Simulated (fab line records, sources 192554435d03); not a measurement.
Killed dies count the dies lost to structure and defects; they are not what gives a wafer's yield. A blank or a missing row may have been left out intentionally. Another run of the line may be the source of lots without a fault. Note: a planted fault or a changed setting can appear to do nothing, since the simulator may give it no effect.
Matching of chambers / flow n5-finfet / rie-diel-05 running N5_BEOL_M0_SAQP_SPACER2_ETCHBACK_27: 4 sister chambers
The step etches SiO2 in CHF3/O2, target depth 22.5 nm, time 11.25 s. 14 wafers are shown with their chamber, then 7 later ones without.

EACH WAFER AND ITS CHAMBER
wafer=L074.1; chamber=1; drypump-motor-current-A (A)=5.4; throttle-valve-pct (%)=18.62; showerhead-plenum-p-Torr (Torr)=2.46
wafer=L074.3; chamber=2; drypump-motor-current-A (A)=5.7; throttle-valve-pct (%)=18.34; showerhead-plenum-p-Torr (Torr)=2.44
wafer=L074.6; chamber=3; drypump-motor-current-A (A)=5.5; throttle-valve-pct (%)=18.76; showerhead-plenum-p-Torr (Torr)=2.47
wafer=L075.1; chamber=1; drypump-motor-current-A (A)=5.4; throttle-valve-pct (%)=18.62; showerhead-plenum-p-Torr (Torr)=2.46
wafer=L075.4; chamber=0; drypump-motor-current-A (A)=6.4; throttle-valve-pct (%)=18.92; showerhead-plenum-p-Torr (Torr)=2.33
wafer=L075.5; chamber=3; drypump-motor-current-A (A)=5.5; throttle-valve-pct (%)=18.77; showerhead-plenum-p-Torr (Torr)=2.46
wafer=L077.2; chamber=1; drypump-motor-current-A (A)=5.4; throttle-valve-pct (%)=18.63; showerhead-plenum-p-Torr (Torr)=2.46
wafer=L077.3; chamber=3; drypump-motor-current-A (A)=5.4; throttle-valve-pct (%)=18.78; showerhead-plenum-p-Torr (Torr)=2.46
wafer=L077.6; chamber=2; drypump-motor-current-A (A)=5.7; throttle-valve-pct (%)=18.35; showerhead-plenum-p-Torr (Torr)=2.43
wafer=L076.4; chamber=2; drypump-motor-current-A (A)=5.7; throttle-valve-pct (%)=18.35; showerhead-plenum-p-Torr (Torr)=2.43
wafer=L076.5; chamber=0; drypump-motor-current-A (A)=6.4; throttle-valve-pct (%)=18.93; showerhead-plenum-p-Torr (Torr)=2.33
wafer=L076.6; chamber=3; drypump-motor-current-A (A)=5.5; throttle-valve-pct (%)=18.76; showerhead-plenum-p-Torr (Torr)=2.46
wafer=L081.2; chamber=2; drypump-motor-current-A (A)=5.7; throttle-valve-pct (%)=18.36; showerhead-plenum-p-Torr (Torr)=2.43
wafer=L081.3; chamber=3; drypump-motor-current-A (A)=5.5; throttle-valve-pct (%)=18.77; showerhead-plenum-p-Torr (Torr)=2.46

SIGNATURES (means of the wafers above)
reading=drypump-motor-current-A; chamber 0=6.400; chamber 1=5.400; chamber 2=5.700; chamber 3=5.480; scatter within a chamber=0.0283
reading=throttle-valve-pct; chamber 0=18.9250; chamber 1=18.6233; chamber 2=18.3500; chamber 3=18.7680; scatter within a chamber=0.00772
reading=showerhead-plenum-p-Torr; chamber 0=2.3300; chamber 1=2.4600; chamber 2=2.4325; chamber 3=2.4620; scatter within a chamber=0.00394
Rule: a wafer lies at a distance from a chamber equal to the root of the sum of squares, over the readings, of (its reading less the chamber's mean, divided by the reading's scatter). If the next closest chamber is less than 2 further off than the closest, the wafer can't be placed; otherwise it belongs to the closest. How the scatter is found: for the shown wafers, subtract from each reading the mean of its chamber, square and add these, divide the total by (wafers less chambers), then take the root.

WAFERS WITH NO CHAMBER GIVEN
wafer=L081.6; drypump-motor-current-A (A)=5.5; throttle-valve-pct (%)=18.78; showerhead-plenum-p-Torr (Torr)=2.46
wafer=L095.2; drypump-motor-current-A (A)=5.7; throttle-valve-pct (%)=18.41; showerhead-plenum-p-Torr (Torr)=2.42
wafer=L095.5; drypump-motor-current-A (A)=5.4; throttle-valve-pct (%)=18.69; showerhead-plenum-p-Torr (Torr)=2.45
wafer=L095.6; drypump-motor-current-A (A)=5.7; throttle-valve-pct (%)=18.41; showerhead-plenum-p-Torr (Torr)=2.42
wafer=L097.3; drypump-motor-current-A (A)=5.4; throttle-valve-pct (%)=18.71; showerhead-plenum-p-Torr (Torr)=2.45
wafer=L097.4; drypump-motor-current-A (A)=5.7; throttle-valve-pct (%)=18.42; showerhead-plenum-p-Torr (Torr)=2.42
wafer=L097.5; drypump-motor-current-A (A)=6.4; throttle-valve-pct (%)=18.99; showerhead-plenum-p-Torr (Torr)=2.32

EACH ONE'S CHAMBER
wafer=L081.6; from the rows above=3; in truth=3
wafer=L095.2; from the rows above=2; in truth=2
wafer=L095.5; from the rows above=can't be placed: 1 or 3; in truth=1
wafer=L095.6; from the rows above=2; in truth=2
wafer=L097.3; from the rows above=3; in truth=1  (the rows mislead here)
wafer=L097.4; from the rows above=2; in truth=2
wafer=L097.5; from the rows above=0; in truth=0
Correct placement for 5 of the 7. Unplaceable from these rows: 1, with the true chamber sitting among the candidates in 1. Placed wrongly: 1.
